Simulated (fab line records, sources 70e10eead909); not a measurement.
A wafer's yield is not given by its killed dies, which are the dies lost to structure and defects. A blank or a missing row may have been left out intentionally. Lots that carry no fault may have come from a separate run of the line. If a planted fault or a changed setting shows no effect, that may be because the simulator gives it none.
Which tool was responsible?	flow nand-harc	72 wafers from 24 lots sampled at 6 of the route's 1159 steps

## WHAT THE GAUGES READ, wafer by wafer
The record holds no reading of a measuring or inspecting step that can be judged against a usual standard deviation.

## TOOL THAT RAN EACH LOT (tool first, then ch and the chambers of the sampled wafers, then the start)
lot	NHARC_A_CONTACT_ETCH_75	NHARC_A_CONTACT_ETCH_78	NHARC_A_CONTACT_ETCH_131	NHARC_A_CONTACT_ETCH_132	NHARC_A_CONTACT_ETCH_97	NHARC_A_CONTACT_DEP_84
L075	rie-diel-07 ch 0,1,2, day 16 14:34	rie-diel-07 ch 0,1,3, day 16 16:46 or earlier	har-cap-etch-03 ch 1, day 16 16:46	har-cap-etch-03 ch 1, day 16 16:55	rie-diel-01 ch 0,1,2, day 16 21:44 or earlier	acl-dep-03 ch 0, day 16 21:44
L074	rie-diel-01 ch 2,3, day 16 18:19	rie-diel-01 ch 0,1,3, day 16 20:25 or earlier	har-cap-etch-03 ch 0,1, day 16 20:25	har-cap-etch-03 ch 0,1, day 16 20:33	rie-diel-11 ch 1,2, day 16 23:23 or earlier	acl-dep-03 ch 0, day 16 23:23
L078	rie-diel-07 ch 0,1,2, day 17 01:48	rie-diel-07 ch 1,2,3, day 17 03:55 or earlier	har-cap-etch-01 ch 0,1, day 17 03:55	har-cap-etch-01 ch 0,1, day 17 04:03	rie-diel-07 ch 0,1, day 17 06:07 or earlier	acl-dep-01 ch 0, day 17 06:07
L076	rie-diel-11 ch 1,3, day 17 03:35	rie-diel-11 ch 0,1, day 17 06:06 or earlier	har-cap-etch-02 ch 0,1, day 17 06:06	har-cap-etch-02 ch 0,1, day 17 06:14	rie-diel-01 ch 2,3, day 17 08:07 or earlier	acl-dep-03 ch 0, day 17 08:07
L077	rie-diel-01 ch 2,3, day 17 05:41	rie-diel-01 ch 0,2, day 17 07:49 or earlier	har-cap-etch-03 ch 0,1, day 17 07:49	har-cap-etch-03 ch 0,1, day 17 07:58	rie-diel-11 ch 0,2, day 17 10:23 or earlier	acl-dep-03 ch 0, day 17 10:23
L079	rie-diel-07 ch 0,2, day 17 19:58	rie-diel-07 ch 1,2,3, day 17 22:03 or earlier	har-cap-etch-03 ch 0,1, day 17 22:03	har-cap-etch-03 ch 0,1, day 17 22:11	rie-diel-11 ch 0,1,2, day 18 00:43 or earlier	acl-dep-01 ch 0, day 18 00:43
L080	rie-diel-11 ch 0,1,3, day 18 01:57	rie-diel-11 ch 1,3, day 18 04:02 or earlier	har-cap-etch-01 ch 0,1, day 18 04:02	har-cap-etch-01 ch 0,1, day 18 04:11	rie-diel-11 ch 1,2, day 18 09:41 or earlier	acl-dep-01 ch 0, day 18 09:41
L083	rie-diel-07 ch 0,1,2, day 18 13:41	rie-diel-07 ch 1,3, day 18 16:11 or earlier	har-cap-etch-03 ch 0,1, day 18 16:11	har-cap-etch-03 ch 0,1, day 18 16:22	rie-diel-07 ch 0,1,3, day 18 19:01 or earlier	acl-dep-01 ch 0, day 18 19:01
L081	rie-diel-11 ch 1,3, day 18 19:52	rie-diel-11 ch 1,2, day 18 22:14 or earlier	har-cap-etch-01 ch 0,1, day 18 22:14	har-cap-etch-01 ch 0,1, day 18 22:22	rie-diel-01 ch 0,1,2, day 19 02:02 or earlier	acl-dep-02 ch 0, day 19 02:02
L082	rie-diel-11 ch 1,3, day 18 21:38	rie-diel-11 ch 1,3, day 18 22:49	har-cap-etch-02 ch 0,1, day 19 00:32	har-cap-etch-02 ch 0,1, day 19 00:41	rie-diel-07 ch 2,3, day 19 03:43 or earlier	acl-dep-02 ch 0, day 19 03:43
L084	rie-diel-01 ch 0,1,3, day 19 03:05	rie-diel-01 ch 1,2,3, day 19 05:13 or earlier	har-cap-etch-02 ch 0,1, day 19 05:13	har-cap-etch-02 ch 0,1, day 19 05:22	rie-diel-01 ch 0,2,3, day 19 11:21 or earlier	acl-dep-01 ch 0, day 19 11:21
L085	rie-diel-07 ch 0,1,3, day 19 05:13	rie-diel-07 ch 0,2,3, day 19 07:24 or earlier	har-cap-etch-03 ch 0,1, day 19 07:24	har-cap-etch-03 ch 0,1, day 19 07:32	rie-diel-11 ch 0,1,2, day 19 11:16 or earlier	acl-dep-03 ch 0, day 19 11:16
L087	rie-diel-07 ch 0,2,3, day 19 10:05	rie-diel-07 ch 0,1,2, day 19 12:14 or earlier	har-cap-etch-01 ch 0,1, day 19 12:14	har-cap-etch-01 ch 0,1, day 19 12:23	rie-diel-11 ch 0,1,2, day 19 14:27 or earlier	acl-dep-01 ch 0, day 19 14:27
L086	rie-diel-07 ch 1,2, day 19 12:30	rie-diel-07 ch 2,3, day 19 14:38 or earlier	har-cap-etch-02 ch 0,1, day 19 14:38	har-cap-etch-02 ch 0,1, day 19 14:47	rie-diel-07 ch 1,2,3, day 19 17:04 or earlier	acl-dep-02 ch 0, day 19 17:04
L088	rie-diel-01 ch 0,2,3, day 20 08:22	rie-diel-01 ch 0,2,3, day 20 10:51 or earlier	har-cap-etch-03 ch 0,1, day 20 10:51	har-cap-etch-03 ch 0,1, day 20 11:02	rie-diel-07 ch 0,1,3, day 20 13:52 or earlier	acl-dep-01 ch 0, day 20 13:52
L090	rie-diel-01 ch 1,2,3, day 20 08:51	rie-diel-01 ch 1,2,3, day 20 11:12 or earlier	har-cap-etch-02 ch 0,1, day 20 11:12	har-cap-etch-02 ch 0,1, day 20 11:20	rie-diel-07 ch 0,1,2, day 20 13:48 or earlier	acl-dep-03 ch 0, day 20 13:48
L091	rie-diel-01 ch 0,1,3, day 20 12:30	rie-diel-01 ch 0,3, day 20 15:01 or earlier	har-cap-etch-03 ch 0,1, day 20 15:01	har-cap-etch-03 ch 0,1, day 20 15:12	rie-diel-01 ch 0,1, day 20 17:40 or earlier	acl-dep-01 ch 0, day 20 17:40
L089	rie-diel-07 ch 0,1,3, day 20 16:07	rie-diel-07 ch 0,1, day 20 18:36 or earlier	har-cap-etch-03 ch 0,1, day 20 18:36	har-cap-etch-03 ch 0,1, day 20 18:47	rie-diel-07 ch 1,3, day 20 21:41 or earlier	acl-dep-02 ch 0, day 20 21:41
L092	rie-diel-07 ch 0,1,3, day 20 17:47	rie-diel-07 ch 0,1,2, day 20 19:59 or earlier	har-cap-etch-02 ch 0,1, day 20 19:59	har-cap-etch-02 ch 0,1, day 20 20:08	rie-diel-01 ch 0,2,3, day 21 01:27 or earlier	acl-dep-03 ch 0, day 21 01:27
L093	rie-diel-07 ch 0,1,2, day 21 05:20	rie-diel-07 ch 0,2,3, day 21 07:30 or earlier	har-cap-etch-02 ch 0,1, day 21 07:30	har-cap-etch-02 ch 0,1, day 21 07:39	rie-diel-07 ch 0,1,2, day 21 09:35 or earlier	acl-dep-02 ch 0, day 21 09:35
L094	rie-diel-01 ch 1,2,3, day 21 05:34	rie-diel-01 ch 0,2,3, day 21 07:40 or earlier	har-cap-etch-01 ch 0,1, day 21 07:40	har-cap-etch-01 ch 0,1, day 21 07:48	rie-diel-07 ch 1,2,3, day 21 10:29 or earlier	acl-dep-03 ch 0, day 21 10:29
L097	rie-diel-07 ch 0,1,3, day 21 18:39	rie-diel-07 ch 0,1,2, day 21 20:45 or earlier	har-cap-etch-02 ch 0,1, day 21 20:45	har-cap-etch-02 ch 0,1, day 21 20:53	rie-diel-07 ch 1,2,3, day 21 22:47 or earlier	acl-dep-02 ch 0, day 21 22:47
L096	rie-diel-07 ch 0,2, day 21 23:44	rie-diel-07 ch 0,2,3, day 22 02:10 or earlier	har-cap-etch-02 ch 0, day 22 02:10	har-cap-etch-02 ch 0, day 22 02:18	rie-diel-11 ch 0,2,3, day 22 06:40 or earlier	acl-dep-01 ch 0, day 22 06:40
L095	rie-diel-07 ch 1,2, day 22 03:25	rie-diel-07 ch 0,1, day 22 05:30 or earlier	har-cap-etch-02 ch 0,1, day 22 05:30	har-cap-etch-02 ch 0,1, day 22 05:38	rie-diel-07 ch 0,1, day 22 11:18 or earlier	acl-dep-03 ch 0, day 22 11:18
- NHARC_A_CONTACT_ETCH_75: etches the open film in CF4, target depth 39 nm, time 65 s.
- NHARC_A_CONTACT_ETCH_78: etches the open film in O2/COS, target depth 2800 nm, time 728 s.
- NHARC_A_CONTACT_ETCH_131: etches the open film in C4F8/O2/Ar, time 155 s, target depth 956 nm.
- NHARC_A_CONTACT_ETCH_132: etches the open film in C4F8/O2/Ar, time 156 s, target depth 958 nm.
- NHARC_A_CONTACT_ETCH_97: etches the open film in C4F6/O2, target depth 20 nm, time 10 s.
- NHARC_A_CONTACT_DEP_84: deposits aC, target thk 2000 nm.

## AS READ BY THE TOOLS THEMSELVES (means over the sampled wafers that have a number; for cases with no such wafer, the mark the record gives instead)
NHARC_A_CONTACT_ETCH_75. Usual: bias-w 100.04 W, standard deviation 0.29; drypump-motor-current-A 5.85 A, standard deviation 0.24; oes-product-au 1.001 a.u., standard deviation 0.0069; rf-vpp-V 151.2 V, standard deviation 1.2; showerhead-plenum-p-Torr 1.75 Torr, standard deviation 0.07; throttle-valve-pct 13.284 %, standard deviation 0.0087.
lot	tool	bias-w (W)	drypump-motor-current-A (A)	oes-product-au (a.u.)	rf-vpp-V (V)	showerhead-plenum-p-Torr (Torr)	throttle-valve-pct (%)	flag
L075	rie-diel-07	100.03	5.84	0.995	151.6	1.72	13.284	
L074	rie-diel-01	100.09	5.72	1.006	151.3	1.71	13.272	
L078	rie-diel-07	99.96	5.85	0.991	151.4	1.72	13.280	
L076	rie-diel-11	99.84	5.96	1.005	150.2	1.71	13.281	
L077	rie-diel-01	100.00	5.75	1.006	150.5	1.73	13.283	
L079	rie-diel-07	100.31	5.83	0.993	151.2	1.72	13.280	
L080	rie-diel-11	99.90	5.85	1.002	150.6	1.77	13.275	
L083	rie-diel-07	100.05	5.84	1.006	151.3	1.72	13.284	
L081	rie-diel-11	99.88	6.17	0.995	151.0	1.75	13.286	
L082	rie-diel-11	99.76	5.95	1.001	149.6	1.70	13.281	
L084	rie-diel-01	100.16	6.03	0.999	152.3	1.82	13.284	
L085	rie-diel-07	100.02	5.75	1.007	150.8	1.72	13.291	
L087	rie-diel-07	100.05	5.73	0.999	150.8	1.75	13.283	
L086	rie-diel-07	100.41	5.86	1.005	150.7	1.72	13.284	
L088	rie-diel-01	100.07	5.95	1.003	151.2	1.75	13.282	
L090	rie-diel-01	100.15	5.82	1.001	150.7	1.78	13.285	
L091	rie-diel-01	100.04	6.02	1.003	152.3	1.82	13.291	
L089	rie-diel-07	100.05	5.75	0.997	150.6	1.72	13.285	
L092	rie-diel-07	99.95	5.75	1.001	151.7	1.72	13.286	
L093	rie-diel-07	100.07	5.85	1.001	150.6	1.72	13.284	
L094	rie-diel-01	99.98	5.78	1.002	150.8	1.77	13.282	
L097	rie-diel-07	99.71	5.76	0.999	150.5	1.72	13.289	
L096	rie-diel-07	99.76	5.82	1.003	150.9	1.75	13.291	
L095	rie-diel-07	100.10	5.85	0.998	151.7	1.74	13.285	

NHARC_A_CONTACT_ETCH_78. Usual: bias-w 300.0 W, standard deviation 0.85; drypump-motor-current-A 5.85 A, standard deviation 0.25; oes-product-au 0.998 a.u., standard deviation 0.0074; rf-vpp-V 313.9 V, standard deviation 2; showerhead-plenum-p-Torr 3.10 Torr, standard deviation 0.12; throttle-valve-pct 28.328 %, standard deviation 0.0095.
lot	tool	bias-w (W)	drypump-motor-current-A (A)	oes-product-au (a.u.)	rf-vpp-V (V)	showerhead-plenum-p-Torr (Torr)	throttle-valve-pct (%)	flag
L075	rie-diel-07	300.4	5.77	0.989	312.9	3.04	28.323	
L074	rie-diel-01	299.8	6.02	1.000	316.2	3.22	28.321	
L078	rie-diel-07	300.4	5.76	0.988	313.1	3.09	28.319	
L076	rie-diel-11	300.9	6.10	1.000	316.0	3.19	28.331	
L077	rie-diel-01	299.7	5.95	1.003	313.3	3.07	28.329	
L079	rie-diel-07	299.6	5.76	1.000	314.3	3.09	28.323	
L080	rie-diel-11	300.3	6.20	0.995	312.9	3.08	28.333	
L083	rie-diel-07	300.7	5.65	0.996	313.2	3.09	28.330	
L081	rie-diel-11	300.0	5.82	0.996	316.0	3.27	28.327	
L082	rie-diel-11	298.9	6.19	0.992	313.9	3.08	28.333	
L084	rie-diel-01	300.7	5.79	1.000	314.6	3.14	28.333	
L085	rie-diel-07	298.5	5.76	0.999	314.2	3.09	28.335	
L087	rie-diel-07	299.5	5.85	0.998	313.0	3.03	28.337	
L086	rie-diel-07	300.5	5.66	0.997	314.2	3.15	28.326	
L088	rie-diel-01	299.6	5.95	1.002	313.5	3.08	28.329	
L090	rie-diel-01	300.1	5.82	1.002	314.1	3.13	28.329	
L091	rie-diel-01	300.1	5.99	1.000	314.6	3.11	28.324	
L089	rie-diel-07	299.7	5.84	1.002	311.8	2.97	28.323	
L092	rie-diel-07	299.9	5.84	1.007	313.2	3.03	28.327	
L093	rie-diel-07	299.4	5.76	0.991	313.6	3.09	28.329	
L094	rie-diel-01	299.8	5.97	1.008	313.7	3.08	28.332	
L097	rie-diel-07	300.1	5.85	0.998	312.5	3.03	28.321	
L096	rie-diel-07	300.1	5.76	0.995	314.1	3.09	28.325	
L095	rie-diel-07	300.5	5.87	1.002	312.3	2.97	28.329	

NHARC_A_CONTACT_ETCH_97. Usual: bias-w 500.1 W, standard deviation 1.6; drypump-motor-current-A 5.84 A, standard deviation 0.27; oes-product-au 0.968 a.u., standard deviation 0.026; rf-vpp-V 546 V, standard deviation 3.4; showerhead-plenum-p-Torr 3.90 Torr, standard deviation 0.16; throttle-valve-pct 26.904 %, standard deviation 0.0094.
lot	tool	bias-w (W)	drypump-motor-current-A (A)	oes-product-au (a.u.)	rf-vpp-V (V)	showerhead-plenum-p-Torr (Torr)	throttle-valve-pct (%)	flag
L075	rie-diel-01	500.3	6.00	0.953	548	4.01	26.905	
L074	rie-diel-11	500.4	6.12	1.006	549	4.04	26.908	
L078	rie-diel-07	500.9	5.87	0.936	542	3.75	26.892	
L076	rie-diel-01	499.7	5.77	1.009	545	3.84	26.911	
L077	rie-diel-11	500.7	5.48	1.010	551	4.11	26.912	
L079	rie-diel-11	500.7	5.81	1.011	551	4.07	26.901	
L080	rie-diel-11	499.8	5.80	0.955	551	4.10	26.905	
L083	rie-diel-07	502.9	5.77	0.959	545	3.82	26.902	
L081	rie-diel-01	499.5	6.03	0.964	548	4.00	26.905	
L082	rie-diel-07	500.3	5.75	0.946	548	3.96	26.910	
L084	rie-diel-01	500.2	5.96	0.964	546	3.88	26.900	
L085	rie-diel-11	500.0	5.82	0.956	549	4.06	26.914	
L087	rie-diel-11	498.9	5.80	0.999	549	4.06	26.894	
L086	rie-diel-07	502.1	5.77	0.968	545	3.88	26.908	
L088	rie-diel-07	500.4	5.77	0.943	544	3.81	26.909	
L090	rie-diel-07	499.0	5.85	1.000	544	3.81	26.891	
L091	rie-diel-01	500.9	6.24	0.955	549	4.08	26.894	
L089	rie-diel-07	500.6	5.68	0.941	545	3.87	26.904	
L092	rie-diel-01	501.6	5.97	0.958	545	3.87	26.898	
L093	rie-diel-07	499.1	5.85	0.957	545	3.81	26.907	
L094	rie-diel-07	500.5	5.78	0.957	546	3.88	26.894	
L097	rie-diel-07	500.3	5.76	0.957	547	3.87	26.903	
L096	rie-diel-11	501.3	5.58	0.956	548	3.96	26.905	
L095	rie-diel-07	498.2	5.88	0.958	543	3.73	26.909	

NHARC_A_CONTACT_DEP_84. Usual: throttle-valve-pct at 35.001 %, with a standard deviation of 0.0093.
lot	tool	throttle-valve-pct (%)	flag
L075	acl-dep-03	35.004	
L074	acl-dep-03	35.002	
L078	acl-dep-01	35.003	
L076	acl-dep-03	34.998	
L077	acl-dep-03	35.005	
L079	acl-dep-01	34.991	
L080	acl-dep-01	34.994	
L083	acl-dep-01	35.005	
L081	acl-dep-02	34.998	
L082	acl-dep-02	34.994	
L084	acl-dep-01	35.004	
L085	acl-dep-03	34.999	
L087	acl-dep-01	35.001	
L086	acl-dep-02	34.998	
L088	acl-dep-01	34.998	
L090	acl-dep-03	34.998	
L091	acl-dep-01	34.990	
L089	acl-dep-02	35.003	
L092	acl-dep-03	35.008	
L093	acl-dep-02	35.001	
L094	acl-dep-03	34.995	
L097	acl-dep-02	34.999	
L096	acl-dep-01	35.001	
L095	acl-dep-03	35.016	

## THE ANSWER, worked out from the rows above alone
Rule: a lot is off if the mean of its wafers that have a number lies more than 3 standard deviations from the usual mean. Also off: a lot with no number at a reading for which 4 or more lots have one. All remaining lots with rows at the step are treated as sound. First the gauges in route order, then the tools' own readings, where a lot's mean is used as printed above. At the first step where some lot is off, the reading lying furthest off is the one used; lots without a number count as furthest.
No lot is off on any of the readings shown, so nothing can be concluded from this.

## WHAT THE SIMULATOR PUT IN
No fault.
